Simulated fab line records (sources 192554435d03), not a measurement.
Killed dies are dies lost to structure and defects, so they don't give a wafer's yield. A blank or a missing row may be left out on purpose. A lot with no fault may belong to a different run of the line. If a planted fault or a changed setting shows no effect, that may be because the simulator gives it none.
The tool behind it: which one? | flow n5-finfet | 12 lots, 36 wafers sampled, at 4 steps of a route of 1938

WHAT THE GAUGES SHOWED, per wafer
N5_BEOL_M1_THK_MEAS_53: measures by xrf.
lot  | measured     | on            | M1_THK (nm)
L075 | day 6 23:19  | film-metro-02 | 39.8 41.1 44.4
L077 | day 7 02:32  | film-metro-01 | 42.5 43.0 43.0
L079 | day 8 00:14  | film-metro-01 | 37.5 41.5 41.8
L081 | day 8 03:52  | film-metro-02 | 39.5 39.7 42.8
L083 | day 8 17:39  | film-metro-01 | 42.0 41.4 42.0
L085 | day 9 19:02  | film-metro-02 | 42.8 41.6 40.0
L086 | day 10 00:53 | film-metro-01 | 39.0 39.8 40.8
L089 | day 10 07:26 | film-metro-02 | 40.1 39.4 38.2
L091 | day 11 00:34 | film-metro-01 | 40.5 39.9 40.8
L093 | day 11 08:31 | film-metro-02 | 40.0 39.9 42.7
L094 | day 11 17:49 | film-metro-02 | 37.7 38.7 39.5
L097 | day 12 16:46 | film-metro-01 | 40.3 41.3 42.7

TOOL THAT RAN EACH LOT (tool first, then ch and the chambers of the sampled wafers, then the start)
lot  | N5_BEOL_M1_ETCH_41                            | N5_BEOL_M1_SPUTTER_48        | N5_BEOL_M1_SPUTTER_94
L075 | rie-diel-03 ch 0,2,3, day 6 20:43 or earlier  | pvd-sputter-01, day 6 20:43  | pvd-sputter-01, day 6 22:15
L077 | rie-diel-03 ch 1,2,3, day 6 23:59 or earlier  | pvd-sputter-03, day 6 23:59  | pvd-sputter-03, day 7 01:32
L079 | rie-diel-05 ch 0,2,3, day 7 21:41 or earlier  | pvd-sputter-01, day 7 21:41  | pvd-sputter-01, day 7 23:14
L081 | rie-diel-04 ch 0,1, day 8 01:13 or earlier    | pvd-sputter-01, day 8 01:13  | pvd-sputter-01, day 8 02:45
L083 | rie-diel-03 ch 0,2,3, day 8 14:58 or earlier  | pvd-sputter-01, day 8 14:58  | pvd-sputter-01, day 8 16:30
L085 | rie-diel-05 ch 1,2, day 9 16:28 or earlier    | pvd-sputter-02, day 9 16:28  | pvd-sputter-02, day 9 18:01
L086 | rie-diel-04 ch 0,2, day 9 22:20 or earlier    | pvd-sputter-01, day 9 22:20  | pvd-sputter-01, day 9 23:52
L089 | rie-diel-03 ch 0,1,3, day 10 04:53 or earlier | pvd-sputter-01, day 10 04:53 | pvd-sputter-01, day 10 06:25
L091 | rie-diel-03 ch 2,3, day 10 21:50 or earlier   | pvd-sputter-01, day 10 21:50 | pvd-sputter-01, day 10 23:22
L093 | rie-diel-05 ch 1,2,3, day 11 05:43 or earlier | pvd-sputter-01, day 11 05:43 | pvd-sputter-01, day 11 07:15
L094 | rie-diel-05 ch 1,2, day 11 15:16 or earlier   | pvd-sputter-03, day 11 15:16 | pvd-sputter-03, day 11 16:49
L097 | rie-diel-03 ch 0,1,3, day 12 14:03 or earlier | pvd-sputter-03, day 12 14:03 | pvd-sputter-03, day 12 15:35
- N5_BEOL_M1_ETCH_41: etches SiCN in CH3F/O2, target depth 31.9 nm, time 57.8 s.
- N5_BEOL_M1_SPUTTER_48: material Cu, target thk 4.5 nm, time 8.29 s.
- N5_BEOL_M1_SPUTTER_94: material Cu, target thk 4.5 nm, time 8.29 s.

THE ANSWER, worked out from the rows above alone
Rule: usual is defined by the lots themselves. Put in order of their means at a reading, lots are off if they are a third of the lots or fewer, leave a main group of 4 or more, and stand apart from it by a gap of 3 or more times the standard deviation of the main group's means; of several such gaps the widest counts. Not used: any main group whose means are identical at the precision the tables above print for the reading. Also off: a lot with no number at a reading for which 4 or more lots have one. Where the step has rows for the other lots, those lots are counted as sound.
Nothing can be told from this: no lot is off at any reading shown.

WHAT WAS PUT IN BY THE SIMULATOR
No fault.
